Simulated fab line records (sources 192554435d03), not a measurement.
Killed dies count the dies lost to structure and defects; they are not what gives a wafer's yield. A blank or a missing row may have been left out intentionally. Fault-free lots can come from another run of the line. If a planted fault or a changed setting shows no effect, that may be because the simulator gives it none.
fab line records	flow n5_finfet
record: lots: 7	wafers: 39
route steps=1938 shown BEOL_M2@890 BEOL_M4@1067 BEOL_M6@1236 BEOL_M9@1460 BEOL_M11@1536
start_h: the number of hours between the record's first day and the start of the first shown wafer of the lot	wait_h: how many hours have passed since the lot's step before this one	" identical to the entry in the row above	L1.1+2: several wafers, shown together as one row	- no value, or no start given	* or withheld: withheld	< > ~ a bound
route shown NAME@n: names a module that has steps shown in the file, with the first one's number in the route	usual: mean/standard deviation of fault-free wafers	same: alike in all rows	chamber/n: place in a boat	sites: readings site by site	_std_site: the values' standard deviation	_edge_site: the outer-site mean with the inner-site mean subtracted	radius_mm: for every site, how far away it sits from the centre of the wafer	mask NAME#n: copy n	behind: the last tool/chamber to shape the wafer	hold: why the lot went on hold/how many hours it stayed there/how the hold came to an end	device: which transistor (n, p or np) failed to switch	end of line: tests run on the same wafers once the route is complete	a step with no rows: only its recipe	killed: dies lost to structure and defects at the first sort, not the wafer's yield	map: a wafer's dies, marking killed ones x, the rest . and places with no die _
set.NAME: the setting that was run; set.NAME@STEP: the one run at that earlier step	model.NAME: the simulator's own value behind a step, which no gauge read
lots whose settings were changed on purpose; a table a step, a row a wafer
== steps ==
step: N5_BEOL_M2_TRENCH_ETCH_37
recipe: chemistry: C4F6/O2	target_depth_a: 555.55	target: SiOC	time_s: 29.2	ion_energy_ev: 250	pressure_mtorr: 30	source_w: 355	bias_w: 185	Ar_flow_sccm: 300	C4F6_flow_sccm: 10	O2_flow_sccm: 10
lot.wafer	tool	chamber	start_h	wait_h	set.time_s	model.etch.depth_nm	model.BEOL_M2.feature_depth_nm	model.TiN_of_BEOL_M2_HM_DEP_02.thk_nm
L074.1	rie_diel-02	1	-	-	43.68	82.66	82.6	16.8
L074.2	"	2	"	"	43.68	82.17	82.2	16.8
L074.3	"	0	"	"	29.2	55.73	55.8	18
L074.4	"	3	"	"	43.68	80.67	80.6	17
L074.5	"	0	"	"	29.2	55.89	55.8	18
L074.6	"	1	"	"	29.2	54.62	54.6	17.8
L077.1	rie_diel-02	1	-	-	29.2	55.54	55.6	17.4
L077.2	"	0	"	"	29.2	56.69	56.6	17.6
L077.3	"	2	"	"	29.2	55.51	55.6	17.6
L077.4	"	3	"	"	29.2	54.5	54.6	17.6
L077.5	"	1	"	"	29.2	55.75	55.8	17.2
L077.6	"	2	"	"	29.2	55.35	55.4	17.6
L079.1	rie_diel-02	3	-	-	43.94	81.68	81.6	16.6
L079.2	"	2	"	"	29.2	55.33	55.4	17.8
L079.3	"	0	"	"	43.94	84.54	84.6	16.6
L079.4	"	1	"	"	43.94	83.69	83.6	16.6
L079.5	"	0	"	"	29.2	55.7	55.6	17.8
L079.6	"	3	"	"	29.2	54.28	54.2	17.8
L081.1	rie_diel-05	3	-	-	29.2	54.63	54.6	17.8
L081.2	"	0	"	"	29.2	54.45	54.4	17.8
L081.4	"	2	"	"	29.2	55.42	55.4	17.4
L083.1	rie_diel-05	3	-	-	29.2	54.69	54.6	17.8
L083.2	"	2	"	"	35.72	67.76	67.8	17.2
L083.3	"	0	"	"	29.2	54.35	54.4	17.8
L083.4	"	1	"	"	35.72	67.76	67.8	17.4
L083.5	"	1	"	"	35.72	66.86	66.8	17.2
L083.6	"	0	"	"	29.2	54.5	54.4	18
L091.1	rie_diel-05	0	-	-	37.63	71.04	71	17
L091.2	"	2	"	"	37.63	72.66	72.6	16.8
L091.3	"	1	"	"	29.2	56.43	56.4	17.2
L091.4	"	3	"	"	37.63	72.33	72.4	16.8
L091.5	"	2	"	"	29.2	55.97	56	17.4
L091.6	"	3	"	"	29.2	56.48	56.4	17.4
L092.1	rie_diel-02	1	-	-	15.34	28.94	29	18.6
L092.2	"	2	"	"	15.34	29.35	29.4	18.8
L092.3	"	0	"	"	29.2	56.24	56.2	17.4
L092.4	"	3	"	"	29.2	54.05	54	17.6
L092.5	"	2	"	"	29.2	56.19	56.2	17.6
L092.6	"	3	"	"	15.34	28.54	28.6	18.6
step: N5_BEOL_M2_ETCH_41
recipe: chemistry: CH3F/O2	target: SiCN	target_depth_a: 299	taper_deg: 2	time_s: 52.5	ion_energy_ev: 120	mask_material: TiN	pressure_mtorr: 30	source_w: 395	bias_w: 75	Ar_flow_sccm: 150	CH3F_flow_sccm: 30	O2_flow_sccm: 20
step: N5_BEOL_M2_STRIP_97
recipe: chemistry: N2/H2	time_s: 10	power_w: 450	temp_c: 40	pressure_mtorr: 20	rf_frequency_hz: 6e+07	bias_power_w: 7	n2_flow_sccm: 200	h2_flow_sccm: 200
step: N5_BEOL_M2_ECD_50
recipe: material: Cu	target_thk_a: 3000
step: N5_BEOL_M2_ANNEAL_51
recipe: temp_c: 225	time_s: 90	ambient: N2
step: N5_BEOL_M2_CMP_52
recipe: stop_on: SiOC	t_overpolish_s: 6.8	down_force_psi: 1	platen_rpm: 50	clearing_platen_down_force_psi: 1.5	clearing_platen_rpm: 50	post_cmp_clean: cu_alkaline	target_thk_nm: 40	clearing_platen_pad_velocity_m_s: 0.99484	pad_velocity_m_s: 0.99484
lot.wafer	tool	chamber	start_h	wait_h	set.time_s@BEOL_M2_TRENCH_ETCH_37	model.Cu_of_BEOL_M2_ECD_50.thk_nm
L074.4	cmp-01	0	150.74	0.1	43.68	66
L074.2	"	1	"	"	43.68	67.6
L074.3	"	2	"	"	29.2	42.6
L074.1	"	3	"	"	43.68	68.2
L074.5	"	0	"	"	29.2	42.4
L074.6	"	1	"	"	29.2	40
L077.3+5	cmp-03	0	172.12	0.2	29.2	39.4
L077.4	"	1	"	"	29.2	37.8
L077.2	"	2	"	"	29.2	41
L077.1	"	3	"	"	29.2	37.6
L077.6	"	1	"	"	29.2	38.2
L079.3	cmp-01	0	176.98	0.2	43.94	68.2
L079.2	"	1	"	"	29.2	38.4
L079.1	"	2	"	"	43.94	65.4
L079.4	"	3	"	"	43.94	67
L079.6	"	0	"	"	29.2	37.6
L079.5	"	1	"	"	29.2	39.4
L081.1	cmp-03	1	200.44	0.3	29.2	38.6
L081.2	"	2	"	"	29.2	39.8
L081.4	"	3	"	"	29.2	38.8
L083.4	cmp-04	2	214.39	0.1	35.72	53.2
L083.1	"	3	"	"	29.2	39
L083.2	"	0	"	"	35.72	54
L083.3	"	1	"	"	29.2	40.2
L083.6	"	2	"	"	29.2	39.2
L083.5	"	3	"	"	35.72	51.2
L091.2	cmp-03	1	266.59	0.2	37.63	57
L091.4	"	2	"	"	37.63	57.4
L091.3	"	3	"	"	29.2	40.6
L091.1	"	0	"	"	37.63	55.8
L091.5	"	1	"	"	29.2	39.6
L091.6	"	2	"	"	29.2	41.2
L092.4	cmp-03	1	267.88	0.1	29.2	39.8
L092.2	"	2	"	"	15.34	15
L092.3	"	3	"	"	29.2	40.8
L092.1+6	"	0,1	"	"	15.34	13.4
L092.5	"	2	"	"	29.2	41.4
step: N5_BEOL_M4_VIA_ETCH_34
recipe: chemistry: C4F6/O2	target_depth_a: 694	mask_material: SOC	pressure_mtorr: 15	ion_energy_ev: 250	taper_deg: 4	time_s: 65.9	source_w: 350	bias_w: 170	Ar_flow_sccm: 300	C4F6_flow_sccm: 10	O2_flow_sccm: 10
lot.wafer	tool	chamber	start_h	wait_h	set.target_depth_a	model.etch.depth_nm	model.SOC_of_BEOL_M4_COAT_67.thk_nm
L074.1	rie_diel-04	1	176.85	0.0	1002	99.33	48.8
L074.2	"	0	"	"	694	70.42	51.8
L074.3	"	3	"	"	694	70.24	52
L074.4	"	2	"	"	1002	101.2	48.4
L074.5	"	1	"	"	1002	98.83	48.6
L074.6	"	2	"	"	694	69.8	52.2
L079.1	rie_diel-02	0	203.57	0.0	694	69.92	51.8
L079.2	"	1	"	"	694	68.11	52
L079.3	"	3	"	"	818.1	80.24	50.4
L079.4	"	3	"	"	818.1	79.58	50.6
L079.5	"	0	"	"	694	69.73	51.8
L079.6	"	1	"	"	818.1	81.12	50.4
L077.1	rie_diel-05	1	204.85	0.0	874.5	86.43	49.6
L077.2	"	2	"	"	874.5	88.15	49.4
L077.3	"	3	"	"	694	68.81	52
L077.4	"	0	"	"	694	68.68	51.8
L077.5	"	3	"	"	694	68.71	51.6
L077.6	"	0	"	"	874.5	86.59	49.8
L081.1	rie_diel-04	3	233.51	0.0	694	70.61	51.4
L081.2	"	0	"	"	694	70.63	51.4
L081.4	"	1	"	"	694	69.49	51.6
L083.1	rie_diel-02	1	262.70	0.0	463.4	46.42	54.6
L083.2	"	2	"	"	694	70.79	51.8
L083.3	"	0	"	"	694	70.56	52
L083.4	"	3	"	"	463.4	45.88	54.8
L083.5	"	0	"	"	463.4	47.18	54.6
L083.6	"	1	"	"	694	69.31	52
L092.1	rie_diel-04	3	296.40	0.0	532.6	53.9	53.8
L092.2	"	2	"	"	694	69.92	52
L092.3	"	1	"	"	532.6	54.25	53.8
L092.4	"	0	"	"	694	70.59	52
L092.5	"	0	"	"	532.6	53.92	54
L092.6	"	3	"	"	694	70.12	52
L091.1	rie_diel-02	3	296.76	0.0	694	68.12	52
L091.2+5	"	0	"	"	694	70.43	52
L091.3	"	2	"	"	694	69.94	51.8
L091.4	"	1	"	"	694	68.46	52.2
L091.6	"	3	"	"	694	68.45	52
step: N5_BEOL_M6_VIA_ETCH_34
recipe: chemistry: C4F6/O2	target: SiCOH_lowk	target_depth_a: 1263	mask_material: SOC	taper_deg: 4	time_s: 50.9	ion_energy_ev: 250	pressure_mtorr: 30	source_w: 345	bias_w: 185	Ar_flow_sccm: 300	C4F6_flow_sccm: 10	O2_flow_sccm: 10
lot.wafer	tool	chamber	start_h	wait_h	set.target_depth_a	model.etch.depth_nm	model.SOC_of_BEOL_M6_COAT_63.thk_nm	model.BEOL_M6.cd_nm
L074.1	rie_diel-04	1	201.49	0.0	1263	125.8	54	40
L074.2	"	3	"	"	1263	127.1	53.8	40.4
L074.3	"	0	"	"	1263	128.3	53.6	40.2
L074.4	"	2	"	"	1263	127.4	53.8	40.2
L074.5	"	1	"	"	1263	125	53.6	39.8
L074.6	"	0	"	"	1263	128.3	53.8	40
L079.1	rie_diel-04	2	226.80	0.0	1263	126.8	54.2	40
L079.2	"	0	"	"	654.4	66.82	57	39.4
L079.3	"	3	"	"	654.4	65.93	57.2	39.4
L079.4	"	1	"	"	1263	124.2	54.4	40
L079.5	"	3	"	"	1263	127.8	54.4	40
L079.6	"	0	"	"	654.4	66.39	57.2	39.6
L077.1	rie_diel-04	1	228.41	0.0	1263	126	54	39.8
L077.2	"	2	"	"	1263	128	54	39.8
L077.3	"	3	"	"	1263	129.2	54.2	39.8
L077.4	"	0	"	"	1263	129.3	53.8	40
L077.5	"	2	"	"	1263	128.4	54	39.8
L077.6	"	1	"	"	1263	124.3	54.2	39.8
L081.1	rie_diel-04	0	261.96	0.0	1263	127.6	53.8	40
L081.2	"	1	"	"	1263	123.7	53.8	40
L081.4	"	3	"	"	1263	127.8	53.6	40
L083.1	rie_diel-02	3	292.90	0.0	1263	123.6	54	39.8
L083.2	"	1	"	"	1263	123.8	54.2	40.2
L083.3	"	2	"	"	1263	127.4	53.8	40.2
L083.4	"	0	"	"	633.1	63.93	57	39.4
L083.5	"	2	"	"	633.1	63.88	57	39.4
L083.6	"	1	"	"	633.1	62.43	57.2	39.4
L091.1	rie_diel-02	3	320.23	0.0	1263	122	54.4	39.4
L091.2	"	1	"	"	1263	123.2	54.2	39.6
L091.3	"	2	"	"	549.1	55.18	57.6	39
L091.4	"	0	"	"	549.1	55.1	57.8	39
L091.5	"	2	"	"	549.1	54.91	57.8	39
L091.6	"	3	"	"	1263	123.7	54.6	39.4
L092.1	rie_diel-04	1	320.27	0.0	1840	188.9	50.8	40.6
L092.2	"	0	"	"	1840	187.8	51	40.6
L092.3	"	2	"	"	1840	184.1	51	40.8
L092.4	"	3	"	"	1263	127.7	53.8	40
L092.5	"	3	"	"	1263	126.7	53.8	40.2
L092.6	"	0	"	"	1263	128.4	53.6	40.2
step: N5_BEOL_M9_CVD_78
recipe: material: Co	target_thk_a: 20	temp_c: withheld	precursor: CCTBA/H2	pressure_torr: 30	time_s: 138.9
lot.wafer	tool	chamber	start_h	wait_h	set.target_thk_a	model.Co_of_BEOL_M9_CVD_78.thk_nm
L074.1	cvd_co-02	2	227.32	0.1	20	2
L074.2+3	"	0,1	"	"	14.97	1.6
L074.4	"	0	"	"	14.97	1.4
L074.5+6	"	2,1	"	"	20	2.2
L079.1+2+3+4+5	cvd_co-02	0,2,1,2,1	253.57	0.1	20	2
L079.6	"	0	"	"	20	1.8
L077.1	cvd_co-02	0	258.71	0.1	28.14	2.8
L077.2+3+4	"	1,2,0	"	"	20	2
L077.5	"	1	"	"	28.14	2.6
L077.6	"	2	"	"	28.14	3
L081.1+2+4	cvd_co-02	2,0,2	294.49	0.1	20	2
L083.1+2+5	cvd_co-01	1,0,1	319.74	0.2	13.82	1.6
L083.3+6	"	2,0	"	"	20	2.2
L083.4	"	2	"	"	20	2
L091.1	cvd_co-01	2	351.86	0.2	20	2
L091.2+4+6	"	0,2,2	"	"	12.05	1.4
L091.3+5	"	0	"	"	20	2.2
L092.1+5	cvd_co-01	0	352.00	0.3	20	2.2
L092.2	"	2	"	"	20	2
L092.3+4	"	2,0	"	"	31.89	3.4
L092.6	"	2	"	"	31.89	3.2
step: N5_BEOL_M11_ILD_DEP_00
recipe: material: SiCOH_lowk	target_thk_a: 3085.1	temp_c: 300	precursor: DEMS/porogen	pressure_torr: 5	rf_w: 500	time_s: 58
lot.wafer	tool	chamber	start_h	wait_h	set.target_thk_a	model.SiCOH_lowk_of_BEOL_M11_ILD_DEP_00.thk_nm
L074.1	pecvd-03	1	236.42	0.0	4151	414.4
L074.2	"	2	"	"	4151	408.6
L074.3	"	0	"	"	4151	411.8
L074.4+6	"	2,1	"	"	3085.1	311
L074.5	"	0	"	"	3085.1	311.8
L079.1	pecvd-03	1	260.51	0.0	3888	386.2
L079.2	"	0	"	"	3888	384.2
L079.3	"	2	"	"	3085.1	307.6
L079.4	"	0	"	"	3085.1	311.2
L079.5	"	2	"	"	3085.1	305
L079.6	"	1	"	"	3888	388.2
L077.1	pecvd-04	2	269.30	0.0	3085.1	308.4
L077.2	"	0	"	"	4587	455
L077.3	"	1	"	"	3085.1	307
L077.4	"	2	"	"	4587	465.6
L077.5	"	0	"	"	4587	460.4
L077.6	"	1	"	"	3085.1	313.8
L081.1	pecvd-03	0	302.78	0.0	3085.1	306.2
L081.2	"	1	"	"	3085.1	308.2
L081.4	"	0	"	"	3085.1	311.6
L083.1	pecvd-01	2	330.61	0.0	1571	157.2
L083.2	"	1	"	"	1571	159.2
L083.3	"	0	"	"	3085.1	307
L083.4	"	2	"	"	3085.1	311.8
L083.5	"	1	"	"	3085.1	315
L083.6	"	0	"	"	1571	164.4
L091.1	pecvd-04	1	360.78	0.0	3085.1	301.2
L091.2	"	2	"	"	3085.1	302.2
L091.3	"	0	"	"	3085.1	303
L091.4	"	0	"	"	4873	484.4
L091.5+6	"	1,2	"	"	4873	483.4
L092.1	pecvd-03	0	366.22	0.0	3085.1	305.6
L092.2	"	1	"	"	3085.1	309
L092.3	"	2	"	"	3085.1	307
L092.4	"	0	"	"	3085.1	316.4
L092.5	"	2	"	"	3085.1	313
L092.6	"	1	"	"	3085.1	314.4
step: N5_BEOL_M11_CURE_71
recipe: temp_c: 385	time_s: 240	ambient: He/Ar	material: SiCOH_lowk
lot.wafer	tool	chamber	start_h	wait_h	set.target_thk_a@BEOL_M11_ILD_DEP_00	model.SiCOH_lowk_of_BEOL_M11_ILD_DEP_00.thk_nm
L074.1	uv_cure-01	2	236.50	0.0	4151	362.2
L074.2	"	2	"	"	4151	356.8
L074.3	"	2	"	"	4151	359.8
L074.4+6	"	2	"	"	3085.1	270.2
L074.5	"	2	"	"	3085.1	270.8
L079.1	uv_cure-02	2	260.64	0.1	3888	337
L079.2	"	2	"	"	3888	335.2
L079.3	"	2	"	"	3085.1	267.2
L079.4	"	2	"	"	3085.1	270.4
L079.5	"	2	"	"	3085.1	265
L079.6	"	2	"	"	3888	338.8
L077.1	uv_cure-03	0	269.38	0.0	3085.1	268
L077.2	"	0	"	"	4587	398.4
L077.3	"	0	"	"	3085.1	266.6
L077.4	"	0	"	"	4587	408
L077.5	"	0	"	"	4587	403.4
L077.6	"	0	"	"	3085.1	272.6
L081.1	uv_cure-03	2	302.85	0.0	3085.1	266
L081.2	"	2	"	"	3085.1	267.8
L081.4	"	2	"	"	3085.1	270.8
L083.1	uv_cure-03	2	330.69	0.0	1571	135.4
L083.2	"	2	"	"	1571	137
L083.3	"	2	"	"	3085.1	266.8
L083.4	"	2	"	"	3085.1	271
L083.5	"	2	"	"	3085.1	273.8
L083.6	"	2	"	"	1571	141.6
L091.1	uv_cure-02	0	360.86	0.0	3085.1	261.6
L091.2	"	0	"	"	3085.1	262.4
L091.3	"	0	"	"	3085.1	263
L091.4	"	0	"	"	4873	424.8
L091.5+6	"	0	"	"	4873	424
L092.1	uv_cure-01	1	366.73	0.5	3085.1	265.4
L092.2	"	1	"	"	3085.1	268.4
L092.3	"	1	"	"	3085.1	266.6
L092.4	"	1	"	"	3085.1	275
L092.5	"	1	"	"	3085.1	272
L092.6	"	1	"	"	3085.1	273.2
step: N5_BEOL_M11_THK_MEAS_01
recipe: reads: SiCOH_lowk_of_BEOL_M11_ILD_DEP_00
usual: M11_ILD_THK: 268/3.3
lot.wafer	tool	chamber	start_h	wait_h	set.target_thk_a@BEOL_M11_ILD_DEP_00	M11_ILD_THK[nm]
L074.1	film_metro-01	-	237.01	0.4	4151	362
L074.2	"	-	"	"	4151	357
L074.3	"	-	"	"	4151	360
L074.4	"	-	"	"	3085.1	270
L074.5	"	-	"	"	3085.1	271
L074.6	"	-	"	"	3085.1	270
L079.1	film_metro-01	-	261.16	0.4	3888	337
L079.2	"	-	"	"	3888	335
L079.3	"	-	"	"	3085.1	267
L079.4	"	-	"	"	3085.1	271
L079.5	"	-	"	"	3085.1	265
L079.6	"	-	"	"	3888	339
L077.1	film_metro-01	-	269.89	0.4	3085.1	268
L077.2	"	-	"	"	4587	398
L077.3	"	-	"	"	3085.1	267
L077.4	"	-	"	"	4587	408
L077.5	"	-	"	"	4587	403
L077.6	"	-	"	"	3085.1	273
L081.1	film_metro-02	-	303.37	0.4	3085.1	266
L081.2	"	-	"	"	3085.1	268
L081.4	"	-	"	"	3085.1	270
L083.1	film_metro-01	-	331.68	0.8	1571	135
L083.2	"	-	"	"	1571	137
L083.3	"	-	"	"	3085.1	267
L083.4	"	-	"	"	3085.1	271
L083.5	"	-	"	"	3085.1	274
L083.6	"	-	"	"	1571	142
L091.1	film_metro-02	-	361.37	0.4	3085.1	262
L091.2	"	-	"	"	3085.1	262
L091.3	"	-	"	"	3085.1	263
L091.4	"	-	"	"	4873	425
L091.5	"	-	"	"	4873	424
L091.6	"	-	"	"	4873	424
L092.1	film_metro-01	-	367.24	0.4	3085.1	266
L092.2	"	-	"	"	3085.1	268
L092.3	"	-	"	"	3085.1	267
L092.4	"	-	"	"	3085.1	275
L092.5	"	-	"	"	3085.1	272
L092.6	"	-	"	"	3085.1	273
== key ==
split: step: N5_BEOL_M2_TRENCH_ETCH_37	setting: time_s	stated: 29.2	by: wafer
response: step: N5_BEOL_M2_TRENCH_ETCH_37	reading: model.etch.depth_nm	change: +0.551	per: 1%	r: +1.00
response: step: N5_BEOL_M2_TRENCH_ETCH_37	reading: model.BEOL_M2.feature_depth_nm	change: +0.551	per: 1%	r: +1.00
response: step: N5_BEOL_M2_TRENCH_ETCH_37	reading: model.TiN_of_BEOL_M2_HM_DEP_02.thk_nm	change: -0.0226	per: 1%	r: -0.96
response: step: N5_BEOL_M2_CMP_52	reading: model.Cu_of_BEOL_M2_ECD_50.thk_nm	change: +0.552	per: 1%	r: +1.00
split: step: N5_BEOL_M4_VIA_ETCH_34	setting: target_depth_a	stated: 694	by: wafer
response: step: N5_BEOL_M4_VIA_ETCH_34	reading: model.etch.depth_nm	change: +0.684	per: 1%	r: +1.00
response: step: N5_BEOL_M4_VIA_ETCH_34	reading: model.SOC_of_BEOL_M4_COAT_67.thk_nm	change: -0.0797	per: 1%	r: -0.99
split: step: N5_BEOL_M6_VIA_ETCH_34	setting: target_depth_a	stated: 1263	by: wafer
response: step: N5_BEOL_M6_VIA_ETCH_34	reading: model.etch.depth_nm	change: +1.24	per: 1%	r: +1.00
response: step: N5_BEOL_M6_VIA_ETCH_34	reading: model.SOC_of_BEOL_M6_COAT_63.thk_nm	change: -0.0599	per: 1%	r: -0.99
response: step: N5_BEOL_M6_VIA_ETCH_34	reading: model.BEOL_M6.cd_nm	change: +0.0109	per: 1%	r: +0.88
split: step: N5_BEOL_M9_CVD_78	setting: target_thk_a	stated: 20	by: wafer
response: step: N5_BEOL_M9_CVD_78	reading: model.Co_of_BEOL_M9_CVD_78.thk_nm	change: +0.0197	per: 1%	r: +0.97
split: step: N5_BEOL_M11_ILD_DEP_00	setting: target_thk_a	stated: 3085.1	by: wafer
response: step: N5_BEOL_M11_ILD_DEP_00	reading: model.SiCOH_lowk_of_BEOL_M11_ILD_DEP_00.thk_nm	change: +3.07	per: 1%	r: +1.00
response: step: N5_BEOL_M11_CURE_71	reading: model.SiCOH_lowk_of_BEOL_M11_ILD_DEP_00.thk_nm	change: +2.73	per: 1%	r: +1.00
response: step: N5_BEOL_M11_THK_MEAS_01	reading: M11_ILD_THK	change: +2.73	per: 1%	r: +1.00
